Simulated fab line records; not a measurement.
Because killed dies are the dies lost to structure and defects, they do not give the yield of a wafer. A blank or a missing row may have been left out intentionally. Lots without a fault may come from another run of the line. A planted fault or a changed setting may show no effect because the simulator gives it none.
One fault through the eyes of 2 desks	flow n5 finfet	what lay behind the numbers comes last; until then each desk has only its own

## TOOL OWNER'S DESK, ald metal-03
The tool's own readings at N5_BEOL_M8_ALD_77 (deposits TaN, target thk 2 nm, pulse time 2 s, purge time 3 s): means of the sampled wafers that have a number, for each lot that ran on this tool. Any lot whose mean is over 4 standard deviations away from the usual mean is out of limits and marked OUT; that distance is given in the brackets.
Columns: A = heater power w at N5_BEOL_M8_ALD_77, usual 421 W; B = precursor vessel carrier sccm at N5_BEOL_M8_ALD_77, usual 1000 sccm
lot	first seen here	A	B
L883	day 13 00:22	429	1001
L891	day 14 14:51	430	995
This desk's finding: nothing out of limits on any of the 2 lots.

## THE METROLOGY DESK
Lot by lot, what the gauges showed, no matter which tool ran the lot: averages of those sampled wafers that carry a number. Any lot whose mean is over 4 standard deviations away from the usual mean is out of limits and marked OUT; that distance is given in the brackets.
Columns: A = cd nm at N5_BEOL_M8_CD_MEAS_35, usual 40.0 nm
lot	first seen here	A
L881	day 11 02:47	40.3
L880	day 12 08:04	39.4
L882	day 12 11:14	39.8
L883	day 12 23:35	39.5
L891	day 14 14:00	40.3
L896	day 15 22:02	40.4
L899	day 15 22:14	39.8
L898	day 16 04:29	39.6
L897	day 16 23:48	40.1
L903	day 17 15:56	40.6
This desk's finding: nothing out of limits on any of the 10 lots.

## PUT TOGETHER
The tool owner's desk saw nothing out of limits.
At the metrology desk, nothing out of limits was observed.

## WHAT THE SIMULATOR HAD PUT IN
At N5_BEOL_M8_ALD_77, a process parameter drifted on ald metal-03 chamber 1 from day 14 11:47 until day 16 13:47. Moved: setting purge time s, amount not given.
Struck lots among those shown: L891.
